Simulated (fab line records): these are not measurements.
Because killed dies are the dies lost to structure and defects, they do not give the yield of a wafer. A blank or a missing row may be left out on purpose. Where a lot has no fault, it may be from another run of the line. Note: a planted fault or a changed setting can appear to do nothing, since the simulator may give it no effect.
The tool behind it: which one? :: flow nand harc :: 12 lots, 36 wafers sampled, at 2 steps of a route of 1302

WHAT THE GAUGES SHOWED, per wafer
NHARC_A_M1_CD_MEAS_16.
lot: L075
measured: day 23 08:15
on: cd sem-02
cd nm (nm): 119.5 120.5 119.8

lot: L077
measured: day 24 01:07
on: cd sem-02
cd nm (nm): 119.0 119.8 120.1

lot: L079
measured: day 24 09:25
on: cd sem-03
cd nm (nm): 119.9 120.2 119.1

lot: L080
measured: day 25 22:14
on: cd sem-01
cd nm (nm): 119.9 120.0 119.7

lot: L082
measured: day 26 23:20
on: cd sem-02
cd nm (nm): 120.1 119.2 120.4

lot: L086
measured: day 27 23:54
on: cd sem-03
cd nm (nm): 119.3 120.2 120.1

lot: L087
measured: day 28 09:42
on: cd sem-02
cd nm (nm): 120.1 120.2 120.1

lot: L089
measured: day 28 23:40
on: cd sem-02
cd nm (nm): 119.9 119.3 119.4

lot: L092
measured: day 30 09:13
on: cd sem-03
cd nm (nm): 120.6 119.3 119.8

lot: L093
measured: day 30 15:35
on: cd sem-01
cd nm (nm): 120.3 119.8 118.8

lot: L094
measured: day 31 11:13
on: cd sem-01
cd nm (nm): 120.3 120.0 119.7

lot: L097
measured: day 32 15:47
on: cd sem-01
cd nm (nm): 119.0 119.5 120.1

EACH LOT AND THE TOOL THAT RAN IT (in order: tool; ch and the chambers of the sampled wafers; start)
lot: L075
NHARC_A_M0_STRIP_18: rie diel-10 ch 0,3, day 23 04:08

lot: L077
NHARC_A_M0_STRIP_18: rie diel-02 ch 1,3, day 23 19:36

lot: L079
NHARC_A_M0_STRIP_18: rie diel-02 ch 0,1, day 24 05:26

lot: L080
NHARC_A_M0_STRIP_18: rie diel-04 ch 0,3, day 25 18:18

lot: L082
NHARC_A_M0_STRIP_18: rie diel-02 ch 0,1, day 26 19:19

lot: L086
NHARC_A_M0_STRIP_18: rie diel-10 ch 0,1, day 27 20:05

lot: L087
NHARC_A_M0_STRIP_18: rie diel-10 ch 0,1,2, day 28 05:49

lot: L089
NHARC_A_M0_STRIP_18: rie diel-10 ch 0,2,3, day 28 19:29

lot: L092
NHARC_A_M0_STRIP_18: rie diel-10 ch 0,1, day 30 05:22

lot: L093
NHARC_A_M0_STRIP_18: rie diel-10 ch 0,1,2, day 30 11:40

lot: L094
NHARC_A_M0_STRIP_18: rie diel-10 ch 1,2, day 31 06:56

lot: L097
NHARC_A_M0_STRIP_18: rie diel-04 ch 0,1, day 32 11:47
- NHARC_A_M0_STRIP_18: strips in N2/H2.

THE ANSWER, worked out from the rows above alone
Rule: the usual values come from the lots themselves. Put in order of their means at a reading, lots are off if they are a third of the lots or fewer, leave a main group of 4 or more, and stand apart from it by a gap of 3 or more times the standard deviation of the main group's means; of several such gaps the widest counts. If all means in a main group match to the digits the tables above print for the reading, that group is not used. A lot without any number at a reading at which 4 lots or more have one is off too. All remaining lots with rows at the step are treated as sound.
Nothing can be told from this: no lot is off at any reading shown.

WHAT THE SIMULATOR HAD PUT IN
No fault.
